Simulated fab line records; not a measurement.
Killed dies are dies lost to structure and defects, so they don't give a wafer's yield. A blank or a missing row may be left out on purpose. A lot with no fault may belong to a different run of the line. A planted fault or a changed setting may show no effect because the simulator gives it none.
A lot that was struck, set against a sound lot	flow nand harc	14 out of 1159 route steps
Sound: the wafers L817.1, L817.4, L817.5. Wafers struck: L808.2, L808.3, L808.5. Last of all comes the cause.
Per side, at each step with rows, come the tool, then ch with its chambers, and then its first start. Under that, the readings that differ: sound wafers	struck wafers	difference of the means	sigmas: that difference in standard deviations of wafers without a fault.
alike: readings with means less than 2 such deviations apart, plus words and numbers identical on both sides. not compared: withheld readings, readings lacking a value on some wafer, bounds such as >300 that could conceal the same value, and numbers that have no deviation in the record and whose values overlap.
The two part at a step that has a row with sigmas, a row that says differs or no value, or rows on one side only. Numbers that have no deviation but don't overlap get no sigmas and don't part them. Lack of a reading on every wafer of one side parts them only where that side has two or more wafers.

first, 1 step without rows for these wafers: NHARC_A_CONTACT_ETCH_113 (etches the open film in C4F8/O2/Ar, time 94 s, target depth 922 nm).
NHARC_A_CONTACT_ETCH_114: etches the open film in C4F8/O2/Ar, time 94 s, target depth 922 nm.
  sound on har cap etch-03 ch 0, day 20 17:25; struck on har cap etch-02 ch 0,1, day 18 05:07
  alike: chamber pressure mTorr, oes air line au
  not compared: rf hours counter h
then, 3 steps without rows for these wafers: NHARC_A_CONTACT_ETCH_115 (etches the open film in C4F8/O2/Ar, time 94 s, target depth 922 nm); NHARC_A_CONTACT_ETCH_116 (etches the open film in C4F8/O2/Ar, time 94 s, target depth 922 nm); NHARC_A_CONTACT_ETCH_117 (etches the open film in C4F8/O2/Ar, time 94 s, target depth 922 nm).
NHARC_A_CONTACT_ETCH_118: etches the open film in C4F8/O2/Ar, time 94 s, target depth 922 nm.
  sound on har cap etch-03 ch 0, day 20 17:46; struck on har cap etch-02 ch 0,1, day 18 05:28
  alike: chamber pressure mTorr, oes air line au
  not compared: rf hours counter h
then, 1 step without rows for these wafers: NHARC_A_CONTACT_ETCH_119 (etches the open film in C4F8/O2/Ar, time 94 s, target depth 922 nm).
NHARC_A_CONTACT_ETCH_120: etches the open film in C4F8/O2/Ar, time 94 s, target depth 922 nm.
  sound on har cap etch-03 ch 0, day 20 17:57; struck on har cap etch-02 ch 0,1, day 18 05:39
  alike: chamber pressure mTorr, oes air line au
  not compared: rf hours counter h
then, 2 steps without rows for these wafers: NHARC_A_CONTACT_ETCH_121 (etches the open film in C4F8/O2/Ar, time 94 s, target depth 922 nm); NHARC_A_CONTACT_ETCH_122 (etches the open film in C4F8/O2/Ar, time 95 s, target depth 930 nm).
NHARC_A_CONTACT_ETCH_123: etches the open film in C4F8/O2/Ar, time 253 s, target depth 1090 nm.
  sound on har cap etch-03 ch 0, day 20 18:16; struck on har cap etch-02 ch 0,1, day 18 05:55
  alike: chamber pressure mTorr, oes air line au
  not compared: rf hours counter h
NHARC_A_CONTACT_ETCH_90: etches the open film in CH3F/O2, target depth 40 nm, time 85.7 s.
  sound on rie diel-10 ch 0,1,3, day 20 18:51; struck on rie diel-10 ch 0,1,3, day 18 06:33
  alike: bias w, ch3f flow sccm, drypump motor current A, o2 flow sccm, oes product au, rf vpp V, showerhead plenum p Torr, throttle valve pct
  not compared: rf hours counter h
NHARC_A_CONTACT_ETCH_96: etches the open film in C4F6/O2, target depth 20 nm, time 10 s.
  sound on rie diel-10 ch 0,3, day 20 18:59; struck on rie diel-10 ch 0,1,2, day 18 06:40
  no value came back on the struck wafers for any of 8 readings (bias w (W), c4f6 flow sccm (sccm) and others); on the sound wafers bias w (W) reads 500.2 498.2 501.1
  not compared: rf hours counter h
NHARC_A_CONTACT_CD_MEAS_53:
  sound: cd sem-01 at day 20 19:04; struck: cd sem-02 at day 18 06:45
  alike: cd nm

WHERE THEY PART
Within this record, at NHARC_A_CONTACT_ETCH_96 only. Later steps at which nothing parts them and some readings are alike: NHARC_A_CONTACT_CD_MEAS_53.

WHY: what the simulator had put in
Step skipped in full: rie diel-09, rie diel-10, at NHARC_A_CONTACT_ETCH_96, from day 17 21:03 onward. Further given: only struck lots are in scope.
